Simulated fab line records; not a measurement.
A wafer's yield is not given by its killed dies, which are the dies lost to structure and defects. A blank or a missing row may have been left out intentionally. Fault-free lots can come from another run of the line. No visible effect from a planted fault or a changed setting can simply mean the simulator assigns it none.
Problem report, 8D (eight disciplines) form, completed by code	flow n5 finfet	the parts of the form that need people (team, actions taken, sign-off) are left out

== 1. WHAT IS WRONG ==
spin speed rpm at N5_MOL_CONTACT_COAG_COAT_76 reads a mean of 1643.6 rpm on 6 wafers of 2 lots; wafers without a fault read 1499.9 rpm with a standard deviation of 0.97. That is +99 or more standard deviations from the usual mean.
The step: time 60 s, resist thk 10 nm.
Seen first at day 7 16:22 on litho track-02, wafer L695.1. The record has a number at this step for 12 wafers belonging to 4 lots. The rule behind "out" and "out of limits": a value lying over 4 standard deviations away from the usual mean. All remaining wafers that have a number are taken as sound.

== 2. WHAT THIS IS AND IS NOT ==
question	is	is not
which readings at this step	spin speed rpm	-
which lots	L695, L696	L688, L705
which wafers of those lots	all that have a number	-
read on which tools	litho track-02	litho track-03
when	from day 7 16:22	up to then (3 sound wafers); but 3 sound wafers of L705 came after

== 3. SUSPECTS, AND WHAT RULES EACH OUT ==
Counting: any tool at a process step up to the reading is kept as a suspect provided that every lot that is out went through it and no sound lot did after the first of them.
- litho track-02 at N5_MOL_CONTACT_COAG_COAT_76 (time 60 s, resist thk 10 nm): kept. All lots that are out passed through it, beginning with L695 at day 7 16:22, and no sound lot followed; its final sound lot before that point was L688 at day 6 00:43. Its own spin speed rpm readings are out on those wafers.
Remaining after the count: litho track-02 at N5_MOL_CONTACT_COAG_COAT_76.

== 4. THE CAUSE (what the simulator had put in) ==
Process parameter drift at N5_MOL_CONTACT_COAG_COAT_76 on litho track-02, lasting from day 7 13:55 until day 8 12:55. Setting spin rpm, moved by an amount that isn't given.
The count eliminated every tool but this one.

== 5. SEQUENCE OF EFFECTS, ordered by route ==
Each row: a reading where the mean over the struck wafers with a number is more than 3 standard deviations away from the usual. Readings are gone through only where the record gives a usual standard deviation; hours: the median, over the lots, of the time from a lot's start at the first step in this table giving one to that lot's start at this step; sigmas: the change measured in usual standard deviations.
hours	step	reading	usual	on struck wafers	change	sigmas
0	N5_MOL_CONTACT_COAG_COAT_76	spin speed rpm	1499.9 rpm	1643.6	+143.7	+99 or more
Process steps it contains:
- N5_MOL_CONTACT_COAG_COAT_76: time 60 s, resist thk 10 nm.

== 6. HOW IT WOULD HAVE BEEN CAUGHT EARLIER ==
In this record no reading fell out of limits until day 7 16:22, 2 hours after the fault had begun at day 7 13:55.
